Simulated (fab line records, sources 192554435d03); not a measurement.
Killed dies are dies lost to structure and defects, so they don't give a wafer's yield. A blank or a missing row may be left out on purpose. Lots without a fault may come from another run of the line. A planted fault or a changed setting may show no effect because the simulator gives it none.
A struck lot beside a sound one | flow n5_finfet | 16 steps out of a route of 1938
Sound: wafers L410.2, L410.3, L410.4. Struck: wafers L412.1, L412.2, L412.3. The cause comes at the end.
At each step with rows: each side's tool, then ch and its chambers, then its first start. Under that, the readings that differ: sound wafers | struck wafers | difference of the means | sigmas: that difference in standard deviations of wafers without a fault.
alike: readings whose means differ by less than 2 such deviations, and words and numbers that are the same on both sides. not compared: withheld readings, readings that some wafer has no value for, bounds like >300 that may hide the same value, and numbers for which the record gives no deviation and whose values overlap.
The two part at a step that has a row with sigmas, a row that says differs or no value, or rows on one side only. Numbers that don't overlap but have no deviation are shown without sigmas and don't part them. A reading that every wafer of one side lacks parts them only if that side has two wafers or more.

first, 12 steps without rows for these wafers: N5_MOL_CONTACT_COAG_DESCUM_45 (chemistry O2, time 7 s); N5_MOL_CONTACT_COAG_ETCH_65 (etches underlayer in N2/H2, target depth 13 nm, time 10.4 s); N5_MOL_CONTACT_COAG_ETCH_66 (etches SiARC in CF4, target depth 13 nm, time 21.7 s); N5_MOL_CONTACT_COAG_ALD_133 (deposits SiO2, target thk 5 nm, pulse time 1 s, co reactant pulse time 1 s); N5_MOL_CONTACT_COAG_ETCHBACK_134 (etches SiO2 in CHF3, target depth 10 nm, time 6.7 s); N5_MOL_CONTACT_COAG_ETCH_67 (etches SOC in N2/H2, target depth 60 nm, overetch 21 nm, time 101.2 s); N5_MOL_CONTACT_COAG_STRIP_68 (strips in N2/H2); N5_MOL_CONTACT_COAG_STRIP_69 (strips in N2/H2); N5_MOL_CONTACT_COAG_ETCHBACK_136 (etches SiO2 in CHF3, target depth 25 nm, time 16.7 s); N5_MOL_CONTACT_COAG_STRIP_120 (strips in CHF3); N5_MOL_CONTACT_COAG_VIA_ETCH_117 (etches SiO2 in C4F6/O2, target depth 40 nm, overetch 8 nm, time 26 s); N5_MOL_CONTACT_COAG_ETCH_124 (etches SiNx in CH3F/O2, stops on SiOC, target depth 6.5 nm).
N5_MOL_CONTACT_COAG_ETCH_48: etches SiOC in C4F6/O2, target depth 15 nm, overetch 4.5 nm, time 17 s.
  sound on rie_diel-04 ch 1,2,3, day 6 14:07; struck on rie_diel-04 ch 1,2,3, day 6 20:38
  no value came back on the struck wafers for any of 8 readings (C4F6_flow_sccm (sccm), O2_flow_sccm (sccm) and others); on the sound wafers C4F6_flow_sccm (sccm) reads 10.04 10.01 10.01
  reading                                           | sound          | struck         | difference | sigmas
  model.SOC_of_MOL_CONTACT_COAG_COAT_62.thk_nm (nm) | 45.4 45.6 45.4 | 48.2 48.6 48.4 | +2.9       |
then, 1 step without rows for these wafers: N5_MOL_CONTACT_COAG_STRIP_72 (strips in N2/H2).
N5_BEOL_M4_RC_MEAS_101:
  the record has rows for the sound wafers here (prober-01 ch 0, day 9 03:38) and none for the struck ones
-- the record jumps here: 7 days lie between the struck wafers' starts before and after (it left off in module BEOL_M4 and takes up again in module PASSIVATION, whose first step shown is number 1936 of the route) --
N5_PASSIVATION_PROBE_49:
  sound on prober-02, day 13 13:05; struck on prober-01, day 14 05:55
  reading            | sound       | struck         | difference | sigmas
  killed_at_contacts | 8 8 0       | 1071 1085 1071 | +1070      | +99 or more
  killed_dies        | 114 109 107 | 1180 1180 1180 | +1070      | +71
  killed_on_rim      | 17 14 13    | 152 152 152    | +137       | +37
  alike: killed_at_M0_to_M3, killed_at_M4_up, killed_at_front_end, killed_at_other, killed_open, killed_short

WHERE THEY PART
First at N5_MOL_CONTACT_COAG_ETCH_48; last, within this record, at N5_PASSIVATION_PROBE_49.

WHY: what the simulator had put in
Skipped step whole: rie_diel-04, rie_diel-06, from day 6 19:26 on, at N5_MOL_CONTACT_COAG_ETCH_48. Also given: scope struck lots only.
